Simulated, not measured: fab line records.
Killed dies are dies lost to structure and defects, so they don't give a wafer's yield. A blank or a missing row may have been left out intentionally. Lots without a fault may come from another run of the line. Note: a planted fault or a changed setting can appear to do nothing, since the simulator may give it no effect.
fab line records ; flow nand_harc
record: lots: 12; wafers: 36; last_day: 32
route steps=1302 shown P_GATE@155 END@1302
lots with no fault: from the same line, run without faults
start_h: start of the lot's first displayed wafer, in hours after the record's first day ; wait_h: how many hours have passed since the lot's step before this one ; " identical to the entry in the row above ; L1.1+2: one row covering several wafers at once ; - value missing, or start not given ; * or withheld: withheld ; < > ~ a bound
route shown NAME@n: a module of which the file shows steps, and the number in the route of the first ; usual: the fault-free wafers' mean and standard deviation ; same: alike in all rows ; chamber/n: place in a boat ; sites: the reading at each site ; _std_site: the standard deviation of these ; _edge_site: inner sites' mean taken away from outer sites' mean ; radius_mm: for every site, how far away it sits from the centre of the wafer ; mask NAME#n: copy n ; behind: the most recent tool/chamber to have shaped the wafer ; hold: what put the lot on hold/how long, in hours/how the hold closed ; device: the transistor (n, p or np) that didn't switch ; end of line: tests of these same wafers at the route's end ; a step with no rows: only its recipe ; killed: dies lost to structure and defects at the first sort, not the wafer's yield ; map: dies across one wafer; x = killed, . = not, _ = none there
set.NAME: the setting the step ran with; set.NAME@STEP: the setting that earlier step ran with ; model.NAME: the simulator's own value behind a step, which no gauge read
one table for each step of the route and one row for each wafer, over a sample of lots
services: when a tool's chamber went out of use (start_h, in hours from the record's first day, below 0 if earlier), for how many hours, and the reason
== steps ==
step: NHARC_P_GATE_ALD_36
recipe: target_thk_a: 200; pulse_time_s: 60; ald_cycles: 223; temp_c: 400; material: SiNx
usual: heater_power_w: 814/48; precursor_pulse_height_rel: 0.999/0.02
lot.wafer;tool;chamber;start_h;wait_h;heater_power_w;precursor_pulse_height_rel
L484.4;ald_sin-01;1;114.63;-;789;1.005
L484.3;ald_sin-01;0;117.79;-;773;1.011
L484.6;ald_sin-01;2;119.91;-;733;1.022
L485.1;ald_sin-04;2;116.88;-;753;1.005
L485.2;ald_sin-04;3;117.93;-;798;0.989
L485.6;ald_sin-04;1;120.02;-;830;1.020
L486.3;ald_sin-03;2;131.77;-;827;1.012
L486.2;ald_sin-03;3;132.84;-;806;1.009
L486.4;ald_sin-03;1;134.97;-;849;0.982
L487.1;ald_sin-01;0;135.86;-;761;1.034
L487.3;ald_sin-01;1;136.91;-;808;0.984
L487.6;ald_sin-01;1;141.11;-;788;0.993
L490.1;ald_sin-01;0;175.92;-;765;0.997
L490.4;ald_sin-01;2;178.06;-;746;0.986
L490.5;ald_sin-01;0;180.20;-;762;1.019
L493.2;ald_sin-04;3;209.02;-;806;1.012
L493.3;ald_sin-04;1;211.18;-;812;1.028
L493.4;ald_sin-04;2;212.25;-;748;1.009
L494.1;ald_sin-01;1;209.70;-;789;1.040
L494.2;ald_sin-01;2;210.75;-;760;1.021
L494.4;ald_sin-01;3;211.81;-;839;1.005
L495.2;ald_sin-03;1;223.26;-;853;0.982
L495.1;ald_sin-03;0;226.49;-;803;1.001
L495.6;ald_sin-03;2;228.64;-;847;0.987
L496.1;ald_sin-01;1;227.96;-;857;0.978
L496.5;ald_sin-01;3;230.09;-;833;0.989
L496.6;ald_sin-01;0;231.16;-;761;1.013
L498.3;ald_sin-03;3;245.36;-;802;0.989
L498.4;ald_sin-03;0;246.43;-;814;0.994
L498.5;ald_sin-03;0;250.74;-;830;0.985
L499.3;ald_sin-01;3;257.06;-;825;0.993
L499.2;ald_sin-01;2;260.18;-;764;1.003
L499.5;ald_sin-01;0;262.25;-;792;0.949
L504.2;ald_sin-03;2;312.84;-;864;0.988
L504.3;ald_sin-03;3;313.90;-;837;1.009
L504.1;ald_sin-03;0;314.95;-;840;0.969
step: NHARC_P_GATE_DESCUM_61
recipe: time_s: 3; o2_flow_sccm: 200; ar_flow_sccm: 0; bias_power_w: 0; chemistry: O2
usual: drypump_motor_current_A: 5.8/0.33; oes_product_au: 1.000/0.01; rf_vpp_V: 57.9/0.86; showerhead_plenum_p_Torr: 1.94/0.077; throttle_valve_pct: 11.311/0.0083
lot.wafer;tool;chamber;start_h;wait_h;drypump_motor_current_A;oes_product_au;rf_hours_counter_h;rf_vpp_V;showerhead_plenum_p_Torr;throttle_valve_pct
L484.4;rie_diel-03;3;127.10;-;5.5;1.003;1;57.4;1.93;11.313
L484.3;rie_diel-03;1;127.10;-;5.3;1.000;1;58.1;1.84;11.325
L484.6;rie_diel-03;3;127.10;-;5.6;1.011;-;58.5;1.93;11.312
L485.2;rie_diel-10;1;127.12;-;5.4;0.998;3;59.1;2.05;11.306
L485.1;rie_diel-10;2;127.12;-;5.8;1.006;4;58.3;2.04;11.316
L485.6;rie_diel-10;2;127.12;-;5.8;0.991;-;58.8;2.04;11.312
L486.2;rie_diel-04;2;144.42;-;5.4;0.987;7;56.5;1.89;11.314
L486.3;rie_diel-04;3;144.42;-;6.1;1.016;6;57.5;1.98;11.299
L486.4;rie_diel-04;0;144.42;-;6.2;0.986;5;57.5;1.93;11.298
L487.1;rie_diel-03;3;148.28;-;5.5;1.005;1;55.5;1.93;11.321
L487.3;rie_diel-03;1;148.28;-;5.3;1.002;1;57.0;1.84;11.309
L487.6;rie_diel-03;2;148.28;-;5.9;1.002;-;56.6;1.79;11.328
L490.4;rie_diel-04;1;187.56;-;5.9;1.005;0;58.1;2.02;11.304
L490.1;rie_diel-04;0;187.56;-;6.2;1.004;0;57.7;1.93;11.296
L490.5;rie_diel-04;1;187.56;-;5.9;0.995;-;57.9;2.02;11.322
L494.4;rie_diel-04;3;220.95;-;6.1;0.998;2;58.0;1.98;11.314
L494.2;rie_diel-04;1;220.95;-;5.9;0.998;2;58.2;2.02;11.305
L494.1;rie_diel-04;2;220.95;-;5.3;0.979;2;57.7;1.89;11.314
L493.2;rie_diel-03;3;221.59;-;5.5;1.010;5;56.6;1.93;11.321
L493.3;rie_diel-03;0;221.59;-;5.9;0.994;5;57.1;2.01;11.313
L493.4;rie_diel-03;2;221.59;-;5.9;0.990;5;58.2;1.79;11.307
L495.1;rie_diel-10;2;235.82;-;5.8;0.995;10;58.7;2.03;11.304
L495.2;rie_diel-10;1;235.82;-;5.4;1.004;10;58.2;2.05;11.313
L495.6;rie_diel-10;2;235.82;-;5.8;1.005;-;58.4;2.03;11.318
L496.1;rie_diel-10;0;238.27;-;5.5;1.006;10;57.0;1.91;11.301
L496.5;rie_diel-10;1;238.27;-;5.4;1.003;-;59.4;2.05;11.321
L496.6;rie_diel-10;0;238.27;-;5.5;0.990;-;56.8;1.91;11.304
L498.4;rie_diel-03;1;257.93;-;5.3;0.988;8;55.8;1.84;11.317
L498.3;rie_diel-03;2;257.93;-;5.9;1.006;7;59.2;1.79;11.304
L498.5;rie_diel-03;1;257.93;-;5.2;0.987;-;58.0;1.84;11.309
L499.2;rie_diel-03;1;269.31;-;5.3;1.003;8;58.5;1.84;11.303
L499.3;rie_diel-03;3;269.31;-;5.5;1.015;8;56.6;1.92;11.320
L499.5;rie_diel-03;1;269.31;-;5.3;0.994;-;56.5;1.84;11.309
L504.1;rie_diel-04;1;325.16;-;5.9;0.989;7;59.1;2.02;11.314
L504.2;rie_diel-04;2;325.16;-;5.3;0.980;7;58.9;1.89;11.306
L504.3;rie_diel-04;0;325.16;-;6.2;1.001;8;57.5;1.93;11.298
step: NHARC_P_GATE_STRIP_76
recipe: power_w: 1500; temp_c: 250; chemistry: O2
usual: drypump_motor_current_A: 5.9/0.33; heater_power_w: 343/18
lot.wafer;tool;chamber;start_h;wait_h;drypump_motor_current_A;heater_power_w;rf_hours_counter_h
L484.4;plasma_asher-02;1;127.73;0.2;5.5;363;-
L484.3;plasma_asher-02;0;127.73;0.2;5.8;325;-
L484.6;plasma_asher-02;0;127.73;0.2;5.8;319;-
L485.1;plasma_asher-01;0;127.75;0.2;5.7;356;27
L485.2;plasma_asher-01;1;127.75;0.2;6.3;358;27
L485.6;plasma_asher-01;1;127.75;0.2;6.4;346;-
L486.2;plasma_asher-02;1;145.03;0.2;5.5;370;13
L486.4;plasma_asher-02;1;145.03;0.2;5.5;360;-
L486.3;plasma_asher-02;0;145.03;0.2;5.8;322;-
L487.1;plasma_asher-01;1;148.91;0.2;6.4;356;31
L487.3;plasma_asher-01;0;148.91;0.2;5.7;366;-
L487.6;plasma_asher-01;0;148.91;0.2;5.7;360;-
L490.1;plasma_asher-02;1;188.19;0.2;5.5;358;23
L490.4;plasma_asher-02;1;188.19;0.2;5.5;349;-
L490.5;plasma_asher-02;0;188.19;0.2;5.8;325;-
L494.2;plasma_asher-01;1;221.70;0.2;6.4;334;10
L494.1;plasma_asher-01;0;221.70;0.2;5.7;350;10
L494.4;plasma_asher-01;1;221.70;0.2;6.4;345;-
L493.2;plasma_asher-01;0;222.22;0.2;5.7;343;11
L493.4;plasma_asher-01;1;222.22;0.2;6.5;345;-
L493.3;plasma_asher-01;0;222.22;0.2;5.7;340;-
L495.2;plasma_asher-02;1;236.48;0.2;5.5;351;32
L495.1;plasma_asher-02;0;236.48;0.2;5.8;322;32
L495.6;plasma_asher-02;0;236.48;0.2;5.8;329;-
L496.1;plasma_asher-02;1;239.09;0.2;5.5;356;34
L496.6;plasma_asher-02;0;239.09;0.2;5.8;327;-
L496.5;plasma_asher-02;1;239.09;0.2;5.5;352;-
L498.4;plasma_asher-02;1;258.58;0.2;5.5;361;-
L498.3;plasma_asher-02;0;258.58;0.2;5.8;312;-
L498.5;plasma_asher-02;0;258.58;0.2;5.8;309;-
L499.2;plasma_asher-02;1;270.18;0.2;5.5;367;3
L499.3;plasma_asher-02;1;270.18;0.2;5.5;369;-
L499.5;plasma_asher-02;1;270.18;0.2;5.5;365;-
L504.2;plasma_asher-01;0;325.79;0.2;5.7;342;30
L504.1;plasma_asher-01;1;325.79;0.2;6.4;343;30
L504.3;plasma_asher-01;1;325.79;0.2;6.4;339;-
step: NHARC_P_GATE_EXPOSE_88
recipe: na: 0.6; target_cd_nm: 2000; dose_mj: 11.87; mask_id: P_HVN
lot.wafer;tool;chamber;start_h;wait_h;mask
L484.3+4+6;krf_scanner-03;0;128.49;-;P_HVN#0
L485.1+2+6;krf_scanner-04;0;128.64;-;P_HVN#0
L486.2+3+4;krf_scanner-04;0;145.69;-;P_HVN#0
L487.1+3+6;krf_scanner-02;0;149.67;-;P_HVN#0
L490.1+4+5;krf_scanner-04;0;188.95;-;P_HVN#0
L494.1+2+4;krf_scanner-04;0;222.46;-;P_HVN#0
L493.2+3+4;krf_scanner-03;0;222.98;-;P_HVN#0
L495.1+2+6;krf_scanner-02;0;237.24;-;P_HVN#0
L496.1+5+6;krf_scanner-04;0;239.84;-;P_HVN#0
L498.3+4+5;krf_scanner-02;0;259.21;-;P_HVN#0
L499.2+3+5;krf_scanner-04;0;270.93;-;P_HVN_R1#0
L504.1+2+3;krf_scanner-04;0;326.55;-;P_HVN#0
step: NHARC_P_GATE_CD_MEAS_91
recipe: target_cd_nm: 2000; landing_energy_ev: 500
usual: cd_nm: 1999.6/1.9
lot.wafer;tool;chamber;start_h;wait_h;cd_nm
L484.3;cd_sem-01;0;128.64;-;1995.8
L484.4;cd_sem-01;0;128.64;-;1996.9
L484.6;cd_sem-01;0;128.64;-;1997.4
L485.1;cd_sem-02;0;128.80;-;1999.2
L485.2;cd_sem-02;0;128.80;-;2000.0
L485.6;cd_sem-02;0;128.80;-;1998.0
L486.2;cd_sem-01;0;145.84;-;2002.4
L486.3;cd_sem-01;0;145.84;-;2000.4
L486.4;cd_sem-01;0;145.84;-;2004.9
L487.1;cd_sem-03;0;149.83;-;1999.5
L487.3;cd_sem-03;0;149.83;-;2001.9
L487.6;cd_sem-03;0;149.83;-;2000.4
L490.1;cd_sem-03;0;189.11;-;1999.1
L490.4;cd_sem-03;0;189.11;-;1997.6
L490.5;cd_sem-03;0;189.11;-;2002.1
L494.1;cd_sem-02;0;222.61;-;1997.8
L494.2;cd_sem-02;0;222.61;-;1998.1
L494.4;cd_sem-02;0;222.61;-;1999.4
L493.2;cd_sem-03;0;223.13;-;2001.6
L493.3;cd_sem-03;0;223.13;-;2000.4
L493.4;cd_sem-03;0;223.13;-;1998.6
L495.1;cd_sem-02;0;237.39;-;1998.2
L495.2;cd_sem-02;0;237.39;-;1998.6
L495.6;cd_sem-02;0;237.39;-;1999.9
L496.1;cd_sem-01;0;239.99;-;1998.4
L496.5;cd_sem-01;0;239.99;-;1999.6
L496.6;cd_sem-01;0;239.99;-;2003.7
L498.3;cd_sem-02;0;259.36;-;2002.8
L498.4;cd_sem-02;0;259.36;-;2000.8
L498.5;cd_sem-02;0;259.36;-;2000.9
L499.2;cd_sem-02;0;271.08;-;2105.6
L499.3;cd_sem-02;0;271.08;-;2105.8
L499.5;cd_sem-02;0;271.08;-;2105.7
L504.1;cd_sem-03;0;326.70;-;2001.3
L504.2;cd_sem-03;0;326.70;-;2000.5
L504.3;cd_sem-03;0;326.70;-;1999.1
step: NHARC_END_SORT_01
recipe: temp_c: 25
usual: killed_at_array: 53/21; killed_at_other: 1.1/1.5; killed_at_periphery: 3.9/2.7; killed_dies: 58/21; killed_open: 3.4/1.9; killed_short: 2.3/1.5
same: gross_dies: 677
lot.wafer;tool;chamber;start_h;wait_h;killed_at_array;killed_at_other;killed_at_periphery;killed_dies;killed_open;killed_short
L495.1;prober-02;0;695.75;2.5;88;0;1;89;4;3
L495.2;prober-02;0;696.56;2.8;54;0;2;56;1;4
L495.6;prober-02;0;699.80;4.0;66;0;3;69;4;2
killed by level:class
L495.1 A_CHANNEL_HOLE_D1:chamber_film_flake=39 A_SLIT:chamber_film_flake=34 A_CONTACT:chamber_film_flake=5 A_STAIRCASE:chamber_film_flake=3 P_M2:geometric_particle:open=1 A_CHANNEL_FILL_D1:geometric_particle:short=1 A_ONON_D2:geometric_particle:short=1 A_ONON_D2:geometric_particle:open=1
L495.2 A_SLIT:chamber_film_flake=31 A_CHANNEL_HOLE_D1:chamber_film_flake=11 A_CONTACT:chamber_film_flake=4 A_CHANNEL_FILL_D1:geometric_particle:short=2 A_CHANNEL_HOLE_D2:chamber_film_flake=2 P_CONTACT:geometric_particle:open=1 A_SOURCE_PLATE:geometric_particle:short=1 A_WL_FILL:geometric_particle:short=1
L495.6 A_CHANNEL_HOLE_D1:chamber_film_flake=27 A_SLIT:chamber_film_flake=27 A_CONTACT:chamber_film_flake=3 P_STI:chamber_film_flake=2 A_WL_FILL:chamber_film_flake=2 A_SGD_CUT:geometric_particle:open=1 A_CHANNEL_HOLE_D1:geometric_particle:short=1 A_CHANNEL_FILL_D1:geometric_particle:short=1
== services ==
tool;chamber;start_h;hours;kind
rie_diel-03;-;104.30;9.0;pm
rie_diel-04;0;105.74;10.1;repair
krf_scanner-04;-;113.71;4.2;repair
rie_diel-03;0;127.64;4.9;repair
plasma_asher-01;-;141.74;4.0;repair
plasma_asher-02;-;154.36;0.3;repair
plasma_asher-01;-;165.25;9.0;pm
rie_diel-04;0;169.39;7.0;repair
ald_sin-01;-;169.89;0.8;repair
krf_scanner-04;-;171.47;3.7;repair
rie_diel-04;-;177.90;9.0;pm
krf_scanner-04;-;182.00;4.0;pm
rie_diel-03;2;191.92;6.5;repair
krf_scanner-04;-;192.15;1.2;repair
rie_diel-03;3;209.51;4.1;repair
plasma_asher-02;-;249.13;9.0;pm
rie_diel-04;3;251.51;8.4;repair
rie_diel-04;2;253.20;9.4;repair
krf_scanner-04;-;257.50;8.4;repair
plasma_asher-01;-;268.40;13.1;repair
rie_diel-03;-;281.30;9.0;pm
rie_diel-04;1;283.20;7.5;repair
ald_sin-03;-;289.58;0.2;repair
rie_diel-04;0;290.93;11.1;repair
== key ==
first_sign: step: NHARC_P_GATE_EXPOSE_88; reading: mask; direction: changed
effect: step: NHARC_P_GATE_CD_MEAS_91; reading: cd_nm; direction: up; sigmas: 57; usual: 1999.6; struck: 2105.7
met_at NHARC_P_GATE_EXPOSE_88
struck_lots L499
tester_left_out L499
not_acting_at NHARC_P_GATE_ALD_36,NHARC_P_GATE_DESCUM_61,NHARC_P_GATE_STRIP_76
onset_between 239.84 270.93
fault: kind: wrong_mask; tool: any; chamber: -; onset_h: 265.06; steps: NHARC_P_GATE_EXPOSE_88; aux_copy: P_HVN_R1#0; cd_offset_nm: 105; scope: struck_lots_only
tester_left_out: of these lots the tester's yield and bins aren't shown, on N5 and GAA mostly nor the transistor test; their killed dies are dies lost to structure and defects alone, not to doping, threshold or leakage, so they don't give the yield
